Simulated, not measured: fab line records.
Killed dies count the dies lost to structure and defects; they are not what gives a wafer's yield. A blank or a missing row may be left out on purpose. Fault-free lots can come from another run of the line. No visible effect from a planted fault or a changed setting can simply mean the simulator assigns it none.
fab line records    flow nandHarc
record: lots: 6  wafers: 16  lastDay: 33
route steps=1302 shown A_SLIT@927 A_SIN_REMOVE@947 A_WL_FILL@952 END@1302
lots with no fault: from the same line, run without faults
startH: hours from the record's first day to the start of the lot's first wafer shown    waitH: how many hours have passed since the lot's step before this one    " identical to the entry in the row above    L1.1+2: one row covering several wafers at once    - no value, or no start given    * or withheld: withheld    < > ~ a bound
route shown NAME@n: names a module that has steps shown in the file, with the first one's number in the route    usual: mean/standard deviation of fault-free wafers    same: alike in all rows    chamber/n: place in a boat    sites: readings site by site    _std_site: the values' standard deviation    _edge_site: inner sites' mean taken away from outer sites' mean    radiusMm: for every site, how far away it sits from the centre of the wafer    mask NAME#n: copy n    behind: tool/chamber where the wafer was last shaped    hold: cause of the lot's hold/its duration in hours/its outcome    device: whichever transistor did not switch (one of n, p or np)    end of line: tests run on the same wafers once the route is complete    a step with no rows: only its recipe    killed: at the first sort, the dies lost to defects and structure; wafer yield is something else    map: the dies of a wafer, with x for killed, . for not killed, _ for no die there
set.NAME: setting as actually run; set.NAME@STEP: the setting as run at that earlier step    model.NAME: the simulator's own value behind a step, which no gauge read
lots at some steps of the route; a table a step, a row a wafer
services: from which hour (startH, from the record's first day; less than 0 if before it) a tool's chamber was out of use, for how many hours, and why
== steps ==
step: NHARC_A_SLIT_COAT_03
recipe: spinRpm: 1500  resistThkNm: 90
step: NHARC_A_SLIT_SOFTBAKE_04
recipe: tempC: 105  timeS: 55
step: NHARC_A_SLIT_EBR_05
step: NHARC_A_SLIT_EXPOSE_06
recipe: na: 1.35  doseMj: 60.82  maskId: SLIT
step: NHARC_A_SLIT_PEB_07
recipe: pebTempC: 100  pebTimeS: 65
step: NHARC_A_SLIT_DEVELOP_08
recipe: developTimeS: 35  devTempC: 23
step: NHARC_A_SLIT_CD_MEAS_09
recipe: targetCdNm: 300  landingEnergyEv: 500
usual: cdNm: 300.0/0.55
same: landingEnergyEv: 500
lot.wafer  tool      chamber  startH  waitH  cdNm
L279.2     cdSem-03  0        510.23  -      300.9
L279.3     "         0        "       "      300.1
L277.2     cdSem-02  0        511.95  -      299.9
L277.3     "         0        "       "      299.9
L287.2     cdSem-01  0        587.65  -      299.9
L287.5     "         0        "       "      300.1
L287.6     "         0        "       "      300.7
L286.2     cdSem-02  0        587.82  -      300.1
L286.5     "         0        "       "      300.0
L286.6     "         0        "       "      300.2
L288.2     cdSem-01  0        600.25  -      299.1
L288.5     "         0        "       "      299.3
L288.6     "         0        "       "      299.4
L295.2     cdSem-02  0        671.11  -      300.0
L295.4     "         0        "       "      299.0
L295.5     "         0        "       "      299.7
step: NHARC_A_SLIT_OVL_MEAS_10
usual: overlayXNm: -0.4/0.83  overlayYNm: 0.2/0.76
lot.wafer  tool        chamber  startH  waitH  overlayXNm  overlayYNm
L279.2     overlay-02  -        510.32  -      0.2         -0.8
L279.3     "           -        "       "      0.6         -0.8
L277.2     overlay-02  -        512.04  -      0.4         0.7
L277.3     "           -        "       "      0.1         1.7
L287.2     overlay-01  -        587.74  -      0.0         -0.7
L287.5     "           -        "       "      -0.6        -0.9
L287.6     "           -        "       "      0.2         -0.5
L286.2     overlay-02  -        587.91  -      -0.8        -2.0
L286.5     "           -        "       "      -0.3        -1.6
L286.6     "           -        "       "      -0.7        -1.9
L288.2     overlay-02  -        600.34  -      -1.2        0.7
L288.5     "           -        "       "      -1.8        0.4
L288.6     "           -        "       "      -2.1        0.6
L295.2     overlay-02  -        671.20  -      0.7         0.0
L295.4     "           -        "       "      0.1         0.3
L295.5     "           -        "       "      0.5         0.2
step: NHARC_A_SLIT_INSPECT_11
usual: rawDefectCount: 55/26
lot.wafer  tool              chamber  startH  waitH  rawDefectCount
L279.2     defectInspect-01  -        510.36  0.0    70
L279.3     "                 -        "       "      68
L277.2     defectInspect-01  -        512.08  0.0    22
L277.3     "                 -        "       "      22
L287.2     defectInspect-02  -        587.77  0.0    88
L287.5     "                 -        "       "      86
L287.6     "                 -        "       "      80
L286.2     defectInspect-02  -        587.95  0.0    92
L286.5     "                 -        "       "      98
L286.6     "                 -        "       "      89
L288.2     defectInspect-01  -        600.38  0.0    52
L288.5     "                 -        "       "      50
L288.6     "                 -        "       "      52
L295.2     defectInspect-02  -        671.24  0.0    50
L295.4     "                 -        "       "      47
L295.5     "                 -        "       "      55
step: NHARC_A_SLIT_DESCUM_14
recipe: timeS: 3  o2FlowSccm: 200  arFlowSccm: 0  biasPowerW: 0  chemistry: O2
usual: drypumpMotorCurrentA: 5.8/0.53  oesProductAu: 1.001/0.014  rfVppV: 57.8/0.85  showerheadPlenumPTorr: 1.90/0.078  throttleValvePct: 11.311/0.0095
lot.wafer  tool        chamber  startH  waitH  drypumpMotorCurrentA  oesProductAu  rfHoursCounterH  rfVppV  showerheadPlenumPTorr  throttleValvePct
L279.2     rieDiel-09  1        510.43  0.1    6.3                   0.991         0.1              58.2    1.97                   11.313
L279.3     "           2        "       "      5.8                   0.985         0.1              57.4    1.81                   11.310
L277.3     rieDiel-09  3        512.15  0.1    6.2                   1.016         0.6              57.8    1.78                   11.306
L277.2     "           0        "       "      5.9                   0.985         0.7              57.0    1.81                   11.303
L287.2     rieDiel-13  2        587.84  0.1    6.3                   1.021         5.5              57.9    2.01                   11.304
L287.6     "           2        "       "      6.3                   1.034         -                59.1    2.01                   11.329
L287.5     "           3        "       "      5.6                   1.014         -                57.6    1.84                   11.317
L286.2     rieDiel-09  2        588.01  0.1    5.8                   0.996         6.0              57.4    1.81                   11.325
L286.5     "           2        "       "      5.8                   0.990         -                58.0    1.81                   11.314
L286.6     "           3        "       "      6.2                   1.018         -                56.8    1.77                   11.314
L288.2     rieDiel-05  1        600.46  0.1    5.2                   0.971         0.2              57.8    2.00                   11.312
L288.5     "           2        "       "      5.8                   0.982         -                59.3    1.97                   11.307
L288.6     "           3        "       "      6.4                   0.999         -                57.7    1.85                   11.308
L295.4     rieDiel-13  0        671.30  0.1    4.8                   0.981         7.7              57.0    1.95                   11.302
L295.2     "           1        "       "      5.4                   1.008         9.2              57.0    1.96                   11.316
L295.5     "           0        "       "      4.8                   0.975         -                57.0    1.95                   11.317
step: NHARC_A_SLIT_ETCH_24
recipe: targetDepthA: 1210  timeS: 60.5  cf4FlowSccm: 100  chf3FlowSccm: 30  arFlowSccm: 0  rfW: 500  biasW: 200  chemistry: CF4/CHF3
usual: cf4FlowSccm: 99.98/0.27  drypumpMotorCurrentA: 5.8/0.54  oesProductAu: 0.963/0.021  rfVppV: 370.3/2.4  showerheadPlenumPTorr: 1.57/0.062  throttleValvePct: 16.803/0.0081
lot.wafer  tool        chamber  startH  waitH  cf4FlowSccm  drypumpMotorCurrentA  oesProductAu  rfHoursCounterH  rfVppV  showerheadPlenumPTorr  throttleValvePct
L279.3     rieDiel-09  1        510.51  0.1    100.13       6.4                   0.969         0.1              371.7   1.62                   16.799
L279.2     "           2        "       "      99.46        5.8                   0.964         0.1              365.9   1.50                   16.815
L277.2     rieDiel-09  1        512.23  0.1    99.85        6.4                   0.964         1.0              372.8   1.62                   16.797
L277.3     "           2        "       "      99.72        5.8                   0.947         1.0              368.5   1.50                   16.792
L287.2     rieDiel-13  0        587.94  0.1    100.08       4.8                   0.964         3.0              372.8   1.60                   16.778
L287.6     "           1        "       "      100.10       5.4                   0.971         -                371.7   1.61                   16.817
L287.5     "           2        "       "      100.01       6.3                   0.986         -                373.1   1.65                   16.800
L286.2     rieDiel-09  0        588.10  0.1    100.12       5.9                   0.975         5.1              367.8   1.49                   16.795
L286.6     "           2        "       "      99.43        5.8                   0.965         -                369.2   1.49                   16.791
L286.5     "           3        "       "      100.40       6.2                   0.983         -                365.9   1.47                   16.796
L288.2     rieDiel-05  2        600.54  0.1    99.87        5.8                   0.958         0.2              372.1   1.62                   16.804
L288.5     "           0        "       "      99.82        6.5                   0.961         -                367.4   1.51                   16.808
L288.6     "           1        "       "      99.70        5.2                   0.960         -                374.5   1.64                   16.798
L295.4     rieDiel-13  0        671.38  0.1    99.88        4.8                   0.943         7.7              370.1   1.60                   16.801
L295.2     "           2        "       "      100.15       6.3                   1.004         10.5             372.2   1.65                   16.800
L295.5     "           1        "       "      99.85        5.4                   0.974         -                370.9   1.61                   16.807
step: NHARC_A_SLIT_ETCH_15
recipe: targetDepthA: 62000  overEtchFrac: 0.3  timeS: 1612  ionEnergyEv: 150  o2FlowSccm: 400  cosFlowSccm: 20  arFlowSccm: 0  rfW: 500  biasW: 300  chemistry: O2/COS
usual: drypumpMotorCurrentA: 5.8/0.52  oesProductAu: 1.002/0.015  rfVppV: 314.1/2  showerheadPlenumPTorr: 3.11/0.12  throttleValvePct: 28.330/0.0091
lot.wafer  tool        chamber  startH  waitH  drypumpMotorCurrentA  oesProductAu  rfHoursCounterH  rfVppV  showerheadPlenumPTorr  throttleValvePct
L279.2     rieDiel-09  1        -       -      6.3                   0.988         0.3              317.0   3.21                   28.338
L279.3     "           0        "       "      5.9                   0.992         0.4              312.2   2.97                   28.349
L277.3     rieDiel-09  1        -       -      6.3                   0.991         1.3              316.6   3.21                   28.336
L277.2     "           0        "       "      5.9                   0.986         0.9              311.9   2.97                   28.331
L287.2     rieDiel-13  1        -       -      5.4                   1.016         5.3              314.7   3.19                   28.332
L287.6     "           3        "       "      5.6                   1.016         -                313.9   3.01                   28.327
L287.5     "           0        "       "      4.8                   0.985         -                316.2   3.17                   28.308
L286.2     rieDiel-09  2        -       -      5.8                   0.987         6.3              312.3   2.97                   28.325
L286.5     "           0        "       "      5.9                   0.992         -                312.3   2.96                   28.338
L286.6     "           1        "       "      6.4                   1.003         -                315.1   3.21                   28.307
L288.2     rieDiel-05  2        -       -      5.7                   0.996         0.4              315.2   3.21                   28.311
L288.6     "           2        "       "      5.8                   0.994         -                315.4   3.21                   28.340
L288.5     "           3        "       "      6.4                   1.007         -                310.9   3.02                   28.331
L295.4     rieDiel-13  0        -       -      4.8                   0.986         7.9              315.2   3.17                   28.347
L295.2     "           1        "       "      5.4                   1.004         9.4              315.5   3.19                   28.334
L295.5     "           2        "       "      6.3                   1.026         -                316.3   3.27                   28.321
step: NHARC_A_SLIT_ETCH_17
recipe: biasV: 900  sourceW: withheld  pressureMtorr: 20  arFlowSccm: 375  c4f8FlowSccm: 83.3  o2FlowSccm: 41.7  timeS: 4254.5  targetDepthA: 2.03e+05  chemistry: C4F8/O2/Ar
usual: drypumpMotorCurrentA: 6.0/0.5  showerheadPlenumPTorr: 3.69/0.13  throttleValvePct: 32.045/0.0085
lot.wafer  tool        chamber  startH  waitH  drypumpMotorCurrentA  rfHoursCounterH  showerheadPlenumPTorr  throttleValvePct
L279.2     harEtch-02  0        513.16  -      6.6                   69               3.90                   32.048
L279.3     "           0        514.38  -      6.7                   -                3.90                   32.048
L277.2     harEtch-02  0        517.02  -      6.6                   72               3.90                   32.051
L277.3     "           0        518.24  -      6.6                   -                3.90                   32.044
L286.2     harEtch-01  0        589.83  -      5.8                   327              3.61                   32.027
L286.5     "           0        592.24  -      5.8                   -                3.61                   32.058
L286.6     "           1        "       "      6.0                   -                3.61                   32.048
L287.2     harEtch-02  1        590.22  -      5.3                   118              3.59                   32.041
L287.5     "           0        592.00  -      6.6                   -                3.87                   32.052
L287.6     "           1        "       "      5.3                   -                3.59                   32.039
L288.2     harEtch-02  0        601.70  -      6.6                   126              3.87                   32.042
L288.5     "           0        604.12  -      6.7                   -                3.87                   32.053
L288.6     "           1        "       "      5.3                   -                3.59                   32.043
L295.2     harEtch-01  0        673.13  -      5.9                   373              3.58                   32.051
L295.4     "           1        "       "      6.0                   -                3.58                   32.047
L295.5     "           1        674.90  -      6.0                   -                3.58                   32.048
step: NHARC_A_SLIT_ETCH_26
recipe: biasV: 400  sourceW: 2000  pressureMtorr: 25  timeS: 90  arFlowSccm: 375  c4f8FlowSccm: 41.7  o2FlowSccm: 83.3  targetDepthA: 4000  chemistry: C4F8/O2/Ar
step: NHARC_A_SLIT_STRIP_28
recipe: o2FlowSccm: 400  cosFlowSccm: 20  arFlowSccm: 0  biasW: 0  chemistry: O2/COS
step: NHARC_A_SLIT_ETCH_29
recipe: targetDepthA: 1000  overetchA: 100  timeS: 55  ionEnergyEv: 100  cf4FlowSccm: 80  o2FlowSccm: 20  arFlowSccm: 0  rfW: 300  biasW: 100  chemistry: CF4/O2
step: NHARC_A_SLIT_STRIP_18
recipe: o2FlowSccm: 500  arFlowSccm: 0  biasW: 0  chemistry: O2
usual: drypumpMotorCurrentA: 5.9/0.5  oesProductAu: 1.003/0.014  rfVppV: 57.8/0.96  showerheadPlenumPTorr: 3.51/0.14  throttleValvePct: 17.037/0.0094
lot.wafer  tool        chamber  startH  waitH  drypumpMotorCurrentA  oesProductAu  rfHoursCounterH  rfVppV  showerheadPlenumPTorr  throttleValvePct
L279.2     rieDiel-13  0        -       -      4.8                   0.980         9                57.2    3.59                   17.051
L279.3     "           1        "       "      5.4                   1.012         10               58.1    3.61                   17.032
L277.2     rieDiel-05  1        -       -      5.2                   1.019         8                56.6    3.69                   17.050
L277.3     "           2        "       "      5.7                   0.982         7                57.8    3.63                   17.047
L287.2     rieDiel-13  3        -       -      5.6                   1.020         6                55.9    3.40                   17.037
L287.6     "           1        "       "      5.4                   1.010         -                57.5    3.60                   17.046
L287.5     "           2        "       "      6.3                   1.030         -                58.7    3.69                   17.039
L286.2     rieDiel-05  3        -       -      6.4                   0.996         0                58.7    3.42                   17.033
L286.5     "           3        "       "      6.4                   1.002         -                57.3    3.42                   17.048
L286.6     "           0        "       "      6.6                   0.990         -                59.3    3.38                   17.028
L288.2     rieDiel-05  1        -       -      5.2                   0.985         1                57.8    3.68                   17.033
L288.6     "           2        "       "      5.7                   0.998         -                59.6    3.63                   17.038
L288.5     "           3        "       "      6.4                   1.008         -                58.8    3.41                   17.033
L295.4     rieDiel-05  0        -       -      6.6                   0.984         6                56.5    3.38                   17.062
L295.2     "           1        "       "      5.2                   0.990         6                58.7    3.68                   17.038
L295.5     "           3        "       "      6.4                   0.988         -                57.7    3.41                   17.025
step: NHARC_A_SLIT_PRECLEAN_19
recipe: timeS: *  tempC: 50  bathAgeMin: 0  chemistry: SC1
step: NHARC_A_SLIT_SRD_20
step: NHARC_A_SLIT_CD_MEAS_21
usual: cdNm: 289.9/0.85
lot.wafer  tool      chamber  startH  waitH  cdNm
L279.2     cdSem-03  -        518.25  -      290.4
L279.3     "         -        "       "      288.8
L277.2     cdSem-03  -        522.12  -      291.5
L277.3     "         -        "       "      291.0
L287.2     cdSem-02  -        594.63  -      290.9
L287.5     "         -        "       "      291.1
L287.6     "         -        "       "      291.2
L286.2     cdSem-01  -        594.86  -      289.9
L286.5     "         -        "       "      290.2
L286.6     "         -        "       "      289.7
L288.2     cdSem-01  -        606.76  -      289.6
L288.5     "         -        "       "      289.6
L288.6     "         -        "       "      290.3
L295.2     cdSem-03  -        677.52  -      289.3
L295.4     "         -        "       "      289.5
L295.5     "         -        "       "      289.7
step: NHARC_A_SIN_REMOVE_WET_00
recipe: tempC: 160  timeS: 15300  chemistry: H3PO4
step: NHARC_A_SIN_REMOVE_PRECLEAN_01
recipe: timeS: *  tempC: 50  bathAgeMin: 0  chemistry: SC1
step: NHARC_A_SIN_REMOVE_SRD_02
step: NHARC_A_SIN_REMOVE_INSPECT_04
usual: rawDefectCount: 386/85
lot.wafer  tool              chamber  startH  waitH  hold                     rawDefectCount
L279.2     defectInspect-01  -        524.92  0.0    awaitDispo/0.2h/release  910
L279.3     "                 -        "       "      awaitDispo/0.2h/release  1039
L279.2     defectInspect-01  -        525.10  0.2    -                        916
L279.3     "                 -        "       "      -                        1026
L277.2     defectInspect-02  -        527.93  0.0    awaitDispo/0.2h/release  923
L277.3     "                 -        "       "      awaitDispo/0.2h/release  1032
L277.2     defectInspect-02  -        528.10  0.2    -                        947
L277.3     "                 -        "       "      -                        1019
L287.2     defectInspect-01  -        601.24  0.0    -                        404
L287.5     "                 -        "       "      -                        494
L287.6     "                 -        "       "      -                        482
L286.2     defectInspect-02  -        601.25  0.0    -                        407
L286.5     "                 -        "       "      -                        350
L286.6     "                 -        "       "      -                        408
L288.2     defectInspect-01  -        613.34  0.0    -                        415
L288.5     "                 -        "       "      -                        432
L288.6     "                 -        "       "      -                        406
L295.2     defectInspect-01  -        684.14  0.0    -                        460
L295.4     "                 -        "       "      -                        351
L295.5     "                 -        "       "      -                        360
step: NHARC_A_WL_FILL_ALD_00
recipe: targetThkA: 30  pulseTimeS: 3  aldCycles: 30  tempC: 300  material: Al2O3
usual: heaterPowerOuterW: 266/29  heaterPowerW: 477/58  precursorPulseHeightRel: 0.999/0.018
lot.wafer  tool      chamber  startH  waitH  hold                     heaterPowerOuterW  heaterPowerW  precursorPulseHeightRel  sinceWetCleanH
L279.3     aldHk-03  0        528.82  3.7    awaitDispo/3.7h/release  252                445           0.996                    127
L279.2     "         1        "       "      awaitDispo/3.7h/release  258                467           0.989                    127
L277.2     aldHk-03  3        530.62  2.5    awaitDispo/2.5h/release  310                572           0.994                    129
L277.3     "         0        "       "      awaitDispo/2.5h/release  254                453           1.004                    129
L287.2     aldHk-02  3        601.38  0.1    -                        248                442           1.019                    61
L287.5     "         0        "       "      -                        262                478           0.991                    -
L287.6     "         1        "       "      -                        282                518           0.987                    -
L286.2     aldHk-04  2        601.40  0.1    -                        277                480           0.958                    157
L286.5     "         3        "       "      -                        229                440           0.974                    -
L286.6     "         0        "       "      -                        232                398           1.016                    -
L288.2     aldHk-02  2        615.02  1.7    -                        258                435           0.991                    74
L288.6     "         3        "       "      -                        240                444           1.005                    -
L288.5     "         0        "       "      -                        258                479           0.991                    -
L295.2     aldHk-02  2        684.26  0.1    -                        250                444           1.001                    144
L295.4     "         3        "       "      -                        238                430           1.001                    144
L295.5     "         1        "       "      -                        272                523           1.028                    -
step: NHARC_END_SORT_01
recipe: tempC: 25
usual: killedAtArray: 47/18  killedAtOther: 0.9/1.1  killedAtPeriphery: 4/3.1  killedDies: 52/18  killedOpen: 3.1/1.5  killedShort: 2.4/1.5
same: grossDies: 677
lot.wafer  tool       chamber  startH  waitH  killedAtArray  killedAtOther  killedAtPeriphery  killedDies  killedOpen  killedShort
L279.2     prober-01  0        642.97  2.8    102            1              0                  103         3           1
L279.3     prober-01  0        643.77  3.1    98             0              8                  106         2           4
L277.2     prober-02  0        656.64  2.8    108            3              4                  115         5           2
L277.3     prober-02  0        657.43  3.1    109            1              8                  118         7           1
L287.2     prober-02  0        712.39  2.8    72             0              11                 83          2           5
L288.5     prober-01  0        717.30  3.8    45             5              3                  53          3           3
L288.6     prober-01  0        718.12  4.1    39             2              1                  42          2           3
killed by level:class
L279.2 A_SLIT:unspecified=88 A_CHANNEL_HOLE_D2:chamberFilmFlake=4 A_SLIT:chamberFilmFlake=3 A_ONON_D2:geometricParticle:open=1 A_CHANNEL_FILL_D2:geometricParticle:short=1 A_BLC:geometricParticle:open=1 A_M0:geometricParticle:open=1 A_ZERO_WELL:chamberFilmFlake=1
L279.3 A_SLIT:unspecified=82 P_GATE:chamberFilmFlake=7 A_CHANNEL_HOLE_D2:chamberFilmFlake=5 A_CHANNEL_HOLE_D1:chamberFilmFlake=3 A_WL_FILL:geometricParticle:short=2 A_SLIT:chamberFilmFlake=2 P_CONTACT:geometricParticle:open=1 A_SOURCE_PLATE:geometricParticle:short=1
L277.2 A_SLIT:unspecified=90 A_CHANNEL_HOLE_D2:chamberFilmFlake=6 A_CHANNEL_FILL_D1:chamberFilmFlake=3 THIN_TSV:chamberFilmFlake=3 A_CONTACT:chamberFilmFlake=2 P_GATE:chamberFilmFlake=2 P_CONTACT:geometricParticle:short=1 P_M1:geometricParticle:open=1
L277.3 A_SLIT:unspecified=87 P_GATE:chamberFilmFlake=7 A_CHANNEL_HOLE_D2:chamberFilmFlake=7 A_WL_FILL:chamberFilmFlake=3 A_SOURCE_PLATE:geometricParticle:open=2 A_DECK1_JOINT:geometricParticle:open=2 A_CONTACT:chamberFilmFlake=2 P_M2:geometricParticle:open=1
L287.2 A_CHANNEL_HOLE_D1:chamberFilmFlake=37 A_CHANNEL_HOLE_D2:chamberFilmFlake=15 A_CONTACT:chamberFilmFlake=10 P_CONTACT:chamberFilmFlake=7 A_SLIT:chamberFilmFlake=3 A_DECK1_JOINT:geometricParticle:short=2 P_GATE:geometricParticle:open=1 P_BONDPAD:geometricParticle:short=1
L288.5 A_CHANNEL_HOLE_D2:chamberFilmFlake=17 A_CHANNEL_HOLE_D1:chamberFilmFlake=11 A_SLIT:chamberFilmFlake=4 THIN_TSV:chamberFilmFlake=4 P_GATE:chamberFilmFlake=3 A_STAIRCASE:chamberFilmFlake=3 A_CHANNEL_FILL_D2:chamberFilmFlake=2 A_ONON_D1:geometricParticle:short=1
L288.6 A_CHANNEL_HOLE_D2:chamberFilmFlake=15 A_CHANNEL_HOLE_D1:chamberFilmFlake=11 A_STAIRCASE:chamberFilmFlake=4 A_CONTACT:chamberFilmFlake=3 THIN_TSV:chamberFilmFlake=2 P_STI:geometricParticle:open=1 A_CHANNEL_FILL_D1:geometricParticle:short=1 A_DECK1_JOINT:geometricParticle:short=1
map L277.3 (x killed, . not)
____________x____________
_________......._________
_______..........._______
______.............______
_____..............._____
____.................____
____.................____
___...................___
___...................___
__.....................__
__.x.............x.....__
_.x.x.............x....._
_......................._
_.x....................._
_......................._
_.....x..............x.._
.x.............x.........
....x....................
........x................
......x......x...........
.x........x..............
_.............xx........_
_.........xxxxxx........_
_....x.x..xxxxxx........_
_.......xxxxxxxx.x..x..._
_........xxxxxxxxx......_
__.......xxxxxxxxx.x...__
__.....x.xxxxxxxx......__
___......xxxxxxxx.....___
___.....xxxxxxxxxxx...___
____......xxxxxxx....____
____.....xxxxxxx.....____
_____.x.xx.xxxx....._____
______..xxxx..x....______
_______...x.x....._______
_________......._________
____________.____________
map L279.3 (x killed, . not)
____________.____________
_________......._________
_______x.......x.._______
______........x....______
_____.x............._____
____.............x...____
____.................____
___.............x....x___
___..................x___
__.....................__
__.....................__
_......................._
_x..x..................._
_..............x........_
_......................._
_......................._
...............x..x......
.........................
.........................
.....................x...
.........................
_.............x........._
_..........xxxxx........_
_.........xxxxxxx......._
_.........xxxxxxx.x....._
_.........xxxxxxxx.....x_
__.......xxxxxxxx......__
__.......xxxxxxxxx.....__
___......xxxxxxxx.....___
___...x..xxxxxxx......___
____.....xxxxxxxx....____
____....x..xxxxxx....____
_____.....x.xxxx...._____
______.x.x..xxxx...______
_______.....xxx..._______
_________......._________
____________.____________
== services ==
tool        chamber  startH  hours  kind
rieDiel-09  -        497.10  9.0    pm
rieDiel-13  0        498.01  -      clean
rieDiel-13  1        498.01  -      clean
rieDiel-13  2        498.01  -      clean
rieDiel-13  3        498.01  -      clean
rieDiel-13  -        519.00  9.0    pm
rieDiel-13  0        519.00  9.0    ventCycle
rieDiel-13  1        519.00  9.0    ventCycle
rieDiel-13  2        519.00  9.0    ventCycle
rieDiel-13  3        519.00  9.0    ventCycle
rieDiel-13  0        528.00  -      clean
aldHk-02    -        530.64  10.0   pm
harEtch-01  -        532.82  12.5   repair
rieDiel-13  0        534.06  16.7   repair
harEtch-01  -        563.93  1.1    repair
aldHk-03    -        569.46  10.0   pm
rieDiel-05  2        569.75  7.2    repair
rieDiel-05  -        583.60  9.0    pm
rieDiel-13  -        600.54  0.5    repair
aldHk-03    -        606.78  1.1    repair
rieDiel-13  1        609.40  2.8    repair
rieDiel-13  -        651.88  0.9    repair
rieDiel-05  2        671.64  5.2    repair
rieDiel-09  -        674.10  9.0    pm
== key ==
firstSign: step: NHARC_A_SIN_REMOVE_INSPECT_04  reading: visit  direction: added
effect: step: NHARC_A_SIN_REMOVE_INSPECT_04  reading: rawDefectCount  direction: up  sigmas: 6.9  usual: 386  struck: 976
effect: step: NHARC_END_SORT_01  reading: killedAtArray  direction: up  sigmas: 3.2  usual: 47  struck: 104
moreKillsBornAt: NHARC_A_SLIT_ETCH_17@harEtch-02: 292
metAt NHARC_A_SLIT_ETCH_17
struckWafers L277.2,L277.3,L279.2,L279.3
testerLeftOut L277,L279
fault: kind: chamberParticleSource  tool: harEtch-02  chamber: 0  onsetH: 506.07  steps: NHARC_A_SLIT_ETCH_17  ratePerVisitCm2: 0.92418  endH: 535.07
testerLeftOut: of these lots the tester's yield and bins aren't shown, on N5 and GAA mostly nor the transistor test; their killed dies are dies lost to structure and defects alone, not to doping, threshold or leakage, so they don't give the yield
